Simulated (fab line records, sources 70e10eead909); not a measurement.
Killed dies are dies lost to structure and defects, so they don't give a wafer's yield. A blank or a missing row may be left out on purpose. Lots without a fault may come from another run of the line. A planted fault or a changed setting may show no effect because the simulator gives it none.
fab line records | flow nand_harc
record lots=13 wafers=37 last_day=35
route steps=1302 shown A_SLIT@923 THIN_TSV@1272 END@1302
lots that met no fault: from a run of the same line without faults
start_h: hours from the record's first day to the start of the lot's first wafer shown | wait_h: hours since the lot's step before | " the same as in the row above | L1.1+2: a row that stands for several wafers | - no value, or no start given | * or withheld: withheld | < > ~ a bound
route shown NAME@n: a module of which the file shows steps, and the number in the route of the first | usual: mean/standard deviation of fault-free wafers | same: alike in all rows | chamber/n: place in a boat | sites: the reading at each site | _std_site: their standard deviation | _edge_site: outer sites' mean less inner sites' | radius_mm: how far each site lies from the wafer's centre | mask NAME#n: copy n | behind: the tool/chamber that last shaped the wafer | hold: why the lot was held/for how many hours/how that ended | device: the transistor (n, p or np) that didn't switch | end of line: the same wafers' tests at the end of the route | a step without rows: its recipe alone | killed: dies lost to structure and defects at the first sort, not the wafer's yield | map: a wafer's dies, x killed, . not, _ none there
set.NAME: the setting as run; set.NAME@STEP: as run at that earlier step | model.NAME: the simulator's own value behind a step, which no gauge read
steps of the route over a sample of lots; a table a step, a row a wafer
services: from which hour (start_h, from the record's first day; less than 0 if before it) a tool's chamber was out of use, for how many hours, and why
## steps
# step NHARC_A_SLIT_DEP_00
# recipe target_thk_a=62000 temp_c=400 material=aC
# usual throttle_valve_pct=35.000/0.008
# columns lot.wafer tool chamber start_h wait_h throttle_valve_pct
L664.1 acl_dep-02 0 489.84 0.7 35.002
L664.5 " 0 492.36 3.1 34.992
L664.6 " 0 " " 34.992
L669.2 acl_dep-02 0 542.54 - 35.014
L669.3 " 0 " " 35.001
L669.6 " 0 545.06 - 34.995
L668.1 acl_dep-01 0 542.73 - 35.011
L668.3 " 0 543.98 - 34.994
L668.6 " 0 545.85 - 35.009
L665.1 acl_dep-03 0 545.52 - 34.997
L665.3 " 0 546.80 - 35.009
L665.5 " 0 548.08 - 34.996
L671.3 acl_dep-03 0 560.40 - 34.999
L671.4 " 0 " " 34.986
L671.5 " 0 " " 35.002
L670.1 acl_dep-03 0 562.94 - 35.004
L670.2 " 0 " " 34.999
L670.4 " 0 564.86 - 35.004
L666.1 acl_dep-02 0 581.04 - 34.998
L666.3 " 0 582.28 - 34.988
L666.5 " 0 583.52 - 34.996
L672.3 acl_dep-01 0 582.57 - 34.996
L672.4 " 0 " " 35.005
L672.6 " 0 584.47 - 35.001
L675.3 acl_dep-01 0 586.37 - 34.992
L675.4 " 0 " " 34.997
L675.5 " 0 " " 34.996
L674.1 acl_dep-01 0 588.90 - 35.004
L674.2 " 0 " " 34.981
L674.5 " 0 591.42 - 35.002
L680.1 acl_dep-01 0 641.99 - 35.001
L683.3 acl_dep-02 0 681.20 - 34.997
L683.5 " 0 682.46 - 35.008
L683.6 " 0 " " 35.002
L684.2 acl_dep-02 0 714.70 - 34.992
L684.3 " 0 " " 35.001
L684.6 " 0 717.17 - 35.001
# step NHARC_THIN_TSV_PVD_19
# recipe target_thk_a=200 chamber_pressure_pa=5 material=TaN
# usual throttle_valve_pct=29.7/1.3
# columns lot.wafer tool chamber start_h wait_h throttle_valve_pct
L664.1 pvd_sputter-03 - - - 27.8
L664.6 " - " " 29.9
L664.5 " - " " 27.9
L669.2 pvd_sputter-03 - - - 27.9
L669.3 " - " " 29.7
L669.6 " - " " 31.5
L668.1 pvd_sputter-03 - - - 30.0
L668.3 " - " " 27.8
L668.6 " - " " 29.9
L665.1 pvd_sputter-02 - - - 30.1
L665.3 " - " " 31.3
L665.5 " - " " 30.2
L671.4 pvd_sputter-03 - - - 27.8
L671.3 " - " " 29.8
L671.5 " - " " 30.2
L672.3 pvd_sputter-03 - - - 28.1
L672.4 " - " " 30.1
L672.6 " - " " 30.3
L670.4 pvd_sputter-03 - - - 28.0
L670.1 " - " " 29.7
L670.2 " - " " 31.3
L666.3 pvd_sputter-01 - - - 30.6
L666.1 " - " " 26.8
L666.5 " - " " 29.6
L674.1 pvd_sputter-02 - - - 31.3
L674.2 " - " " 30.2
L674.5 " - " " 31.2
L675.4 pvd_sputter-01 - - - 30.7
L675.3 " - " " 30.8
L675.5 " - " " 26.8
L683.3 pvd_sputter-01 - - - 27.4
L683.5 " - " " 30.2
L683.6 " - " " 27.5
L684.2 pvd_sputter-03 - - - 28.3
L684.3 " - " " 30.1
L684.6 " - " " 28.4
# step NHARC_THIN_TSV_PVD_51
# recipe target_thk_a=1000 chamber_pressure_pa=5 material=Cu
# usual throttle_valve_pct=29.8/1.4
# columns lot.wafer tool chamber start_h wait_h throttle_valve_pct
L664.1 pvd_sputter-03 - - - 29.9
L664.5 " - " " 28.1
L664.6 " - " " 29.7
L669.2 pvd_sputter-03 - - - 27.6
L669.3 " - " " 29.7
L669.6 " - " " 29.9
L668.1 pvd_sputter-03 - - - 29.8
L668.3 " - " " 31.3
L668.6 " - " " 29.6
L665.3 pvd_sputter-02 - - - 30.7
L665.1 " - " " 30.4
L665.5 " - " " 31.2
L671.3 pvd_sputter-03 - - - 30.0
L671.4 " - " " 29.8
L671.5 " - " " 28.0
L672.3 pvd_sputter-03 - - - 31.6
L672.4 " - " " 27.8
L672.6 " - " " 31.1
L670.2 pvd_sputter-03 - - - 29.8
L670.4 " - " " 31.3
L670.1 " - " " 29.8
L666.1 pvd_sputter-01 - - - 30.7
L666.3 " - " " 30.8
L666.5 " - " " 30.7
L674.2 pvd_sputter-02 - - - 30.4
L674.1 " - " " 30.5
L674.5 " - " " 30.1
L675.4 pvd_sputter-01 - - - 26.8
L675.3 " - " " 30.9
L675.5 " - " " 26.6
L683.3 pvd_sputter-01 - - - 29.4
L683.6 " - " " 29.7
L683.5 " - " " 30.3
L684.2 pvd_sputter-03 - - - 29.8
L684.3 " - " " 30.4
L684.6 " - " " 29.9
# step NHARC_THIN_TSV_CMP_21
# recipe t_overpolish_s=30 target_thk_nm=2000
# usual motor_current_A=12.2/1.3 overpolish_run_s=30.001/0.0086
# columns lot.wafer tool chamber start_h wait_h motor_current_A overpolish_run_s
L664.1 cmp-04 1 591.46 - 11.7 30.011
L664.5 " 1 " " 11.7 30.007
L664.6 " 2 " " 12.2 30.001
L669.3 cmp-04 1 650.41 - 10.8 30.005
L669.2 " 3 " " 12.9 30.007
L669.6 " 2 " " 12.3 30.014
L668.3 cmp-02 0 660.24 - 10.5 29.993
L668.1 " 2 " " 12.9 30.005
L668.6 " 0 " " 10.6 29.997
L665.3 cmp-02 2 661.74 - 13.3 29.999
L665.1 " 3 " " 13.5 29.995
L665.5 " 2 " " 13.1 29.997
L671.4 cmp-02 0 673.98 - 10.5 30.020
L671.3 " 3 " " 12.7 29.993
L671.5 " 0 " " 10.8 29.998
L672.4 cmp-01 2 701.46 - 14.8 30.002
L672.3 " 3 " " 14.1 29.991
L672.6 " 2 " " 15.0 30.012
L670.1 cmp-01 3 701.98 - 14.1 29.989
L670.4 " 0 " " 12.2 30.006
L670.2 " 1 " " 11.2 30.004
L666.3 cmp-04 1 706.81 - 11.0 30.019
L666.1 " 0 " " 11.1 30.003
L666.5 " 1 " " 10.8 30.006
L674.1 cmp-01 0 713.53 - 11.9 30.006
L674.2 " 2 " " 14.7 29.994
L674.5 " 0 " " 11.5 30.011
L675.4 cmp-04 3 713.63 - 13.1 30.012
L675.3 " 0 " " 10.8 30.002
L675.5 " 3 " " 13.8 29.995
L683.3 cmp-01 2 781.26 - 14.0 30.003
L683.6 " 1 " " 11.1 30.005
L683.5 " 2 " " 15.7 29.992
L684.2 cmp-04 3 823.76 - 13.6 30.011
L684.3 " 1 " " 12.1 29.994
L684.6 " 2 " " 11.6 29.996
# step NHARC_END_SORT_01
# recipe temp_c=25
# usual killed_at_array=54/18 killed_at_other=0.9/1.2 killed_at_periphery=4.4/2.9 killed_dies=59/18 killed_open=3.2/1.8 killed_short=2.6/1.8
# same gross_dies=677
# columns lot.wafer tool chamber start_h wait_h killed_at_array killed_at_other killed_at_periphery killed_dies killed_open killed_short
L680.1 prober-01 0 761.64 2.5 670 0 7 677 2 9
# killed by level:class
L680.1 A_SLIT:area_dep=595 A_SLIT:chamber_film_flake=34 A_CHANNEL_HOLE_D1:chamber_film_flake=9 A_STAIRCASE:chamber_film_flake=7 A_CONTACT:chamber_film_flake=7 A_SGD_CUT:chamber_film_flake=5 A_WL_FILL:geometric_particle:short=4 P_CONTACT:chamber_film_flake=4
## services
# columns tool chamber start_h hours kind
pvd_sputter-03 - 468.34 0.6 repair
cmp-01 - 479.58 4.0 pm
pvd_sputter-02 - 504.23 2.9 repair
cmp-04 - 505.31 4.0 pm
pvd_sputter-03 - 526.03 10.0 pm
pvd_sputter-01 - 541.99 3.6 repair
acl_dep-01 - 550.27 13.0 pm
cmp-01 - 577.58 4.0 pm
pvd_sputter-01 - 582.00 10.0 pm
cmp-04 - 603.31 4.0 pm
acl_dep-02 - 606.26 13.0 pm
cmp-04 - 631.30 1.6 repair
pvd_sputter-02 - 638.02 10.0 pm
cmp-04 - 701.31 4.0 pm
pvd_sputter-03 - 704.03 10.0 pm
cmp-04 - 714.81 1.1 repair
acl_dep-01 - 731.29 13.0 pm
pvd_sputter-01 - 731.91 5.0 repair
pvd_sputter-03 - 740.42 3.6 repair
pvd_sputter-01 - 760.00 10.0 pm
pvd_sputter-03 - 769.48 0.5 repair
acl_dep-02 - 791.43 13.0 pm
cmp-04 - 794.53 0.5 repair
cmp-04 - 799.31 4.0 pm
## key
first_sign step=NHARC_END_SORT_01 reading=killed_at_array direction=up sigmas=34 usual=54 struck=670
effect step=NHARC_END_SORT_01 reading=killed_dies direction=up sigmas=34 usual=59 struck=677
more_kills_born_at NHARC_A_SLIT_DEP_00@acl_dep-01=595
met_at NHARC_A_SLIT_DEP_00
struck_lots L680
struck_wafers L680.1
later_rows_left_out L680.1
tester_left_out L680
not_acting_at NHARC_THIN_TSV_PVD_19,NHARC_THIN_TSV_PVD_51,NHARC_THIN_TSV_CMP_21
onset_between 588.90 641.99
fault kind=process_parameter_drift tool=acl_dep-01 chamber=0 onset_h=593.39 steps=NHARC_A_SLIT_DEP_00 channel=target_thk_a offset=* shape=step acts_in=* stated=*
# tester_left_out: of these lots the tester's yield and bins aren't shown, on N5 and GAA mostly nor the transistor test; their killed dies are dies lost to structure and defects alone, not to doping, threshold or leakage, so they don't give the yield
# later_rows_left_out: the simulator's readings of these wafers behind a module that went badly wrong aren't trusted and aren't shown, but for the sort
